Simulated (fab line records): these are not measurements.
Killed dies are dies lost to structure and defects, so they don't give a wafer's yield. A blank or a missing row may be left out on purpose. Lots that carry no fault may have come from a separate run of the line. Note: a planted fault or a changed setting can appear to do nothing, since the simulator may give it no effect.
A struck lot beside a sound one | flow nand_harc | 33 steps out of a route of 1159
Sound: wafers L313.1, L313.2, L313.3. Struck: wafers L322.2, L322.4, L322.5. At the end, the cause is stated.
Per side, at each step with rows, come the tool, then ch with its chambers, and then its first start. Under that, the readings that differ: sound wafers | struck wafers | difference of the means | sigmas: that difference in standard deviations of wafers without a fault.
alike: same words and numbers on both sides, and readings whose means sit less than 2 such deviations apart. not compared: any withheld reading, any reading some wafer has no value for, any bound like >300 that may hide the same value, and any number with overlapping values for which the record gives no deviation.
Wherever a step has rows on one side only, a row that says differs or no value, or a row with sigmas, the two part there. When numbers do not overlap yet have no deviation, they are printed without sigmas and do not part them. A reading missing from all wafers of one side parts the sides only when that side holds two or more wafers.

first, 9 steps without rows for these wafers: NHARC_A_M1_DESCUM_14 (chemistry O2, time 3 s); NHARC_A_M1_ETCH_35 (etches the open film in N2/H2, target depth 40 nm, overetch 12 nm, time 43.94 s); NHARC_A_M1_ETCH_15 (etches the open film in C4F8/Ar, target depth 182.5 nm, time 91.2 s); NHARC_A_M1_STRIP_18 (strips in N2/H2); NHARC_A_M1_ETCH_28 (etches the open film in CF4/N2, target depth 30 nm, time 72.99 s); NHARC_A_M1_STRIP_19 (strips in post etch residue remover, time 600 s); NHARC_A_M1_DEGAS_29 (time 60 s); NHARC_A_M1_PRE_CLEAN_30 (time 30 s); NHARC_A_M1_PVD_20 (deposits TaN, target thk 5 nm, time 8.06 s).
NHARC_A_M1_PVD_21: deposits Cu, target thk 30 nm, time 20.49 s.
  sound on pvd_sputter-03, day 19 14:16; struck on pvd_sputter-03, day 23 13:32
  alike: throttle_valve_pct
then, 22 steps without rows for these wafers: NHARC_A_M1_ECD_22 (material Cu, target thk 400 nm); NHARC_A_M1_ANNEAL_31 (time 90 s); NHARC_A_M1_CMP_23 (polishes, t overpolish 20 s, target thk 154.34 nm); NHARC_A_M1_SRD_25; NHARC_A_M1_PRE_CLEAN_32 (time 12 s); NHARC_A_M1_DEP_33 (deposits SiCN, target thk 30 nm); NHARC_A_BONDPAD_DEP_00 (deposits SiCN, target thk 250 nm); NHARC_A_BONDPAD_CMP_29 (polishes SiCN, target thk 200 nm); NHARC_A_BONDPAD_SRD_31; NHARC_A_BONDPAD_DEHYDRATE_01 (time 120 s); NHARC_A_BONDPAD_HMDS_02 (time 30 s); NHARC_A_BONDPAD_COAT_33 (time 65 s); NHARC_A_BONDPAD_COAT_03 (resist thk 600 nm); NHARC_A_BONDPAD_SOFTBAKE_04 (time 70 s); NHARC_A_BONDPAD_EBR_05; NHARC_A_BONDPAD_EXPOSE_06 (exposes mask A BPAD); NHARC_A_BONDPAD_PEB_07 (peb time 80 s); NHARC_A_BONDPAD_DEVELOP_08 (time 50 s); NHARC_A_BONDPAD_HARDBAKE_10 (time 65 s); NHARC_A_BONDPAD_DESCUM_11 (chemistry O2, time 3 s); NHARC_A_BONDPAD_ETCH_34 (etches the open film in N2/H2, target depth 60 nm, overetch 18 nm, time 65.91 s); NHARC_A_BONDPAD_ETCH_12 (etches the open film in CHF3/O2, target depth 220 nm, time 110 s).
NHARC_END_SORT_01:
  here the record holds rows for the struck wafers (prober-01 ch 0, day 25 02:19) but none for the sound ones

## WHERE THEY PART
Only at NHARC_END_SORT_01, as far as this record shows.

WHY: whatever the simulator had introduced
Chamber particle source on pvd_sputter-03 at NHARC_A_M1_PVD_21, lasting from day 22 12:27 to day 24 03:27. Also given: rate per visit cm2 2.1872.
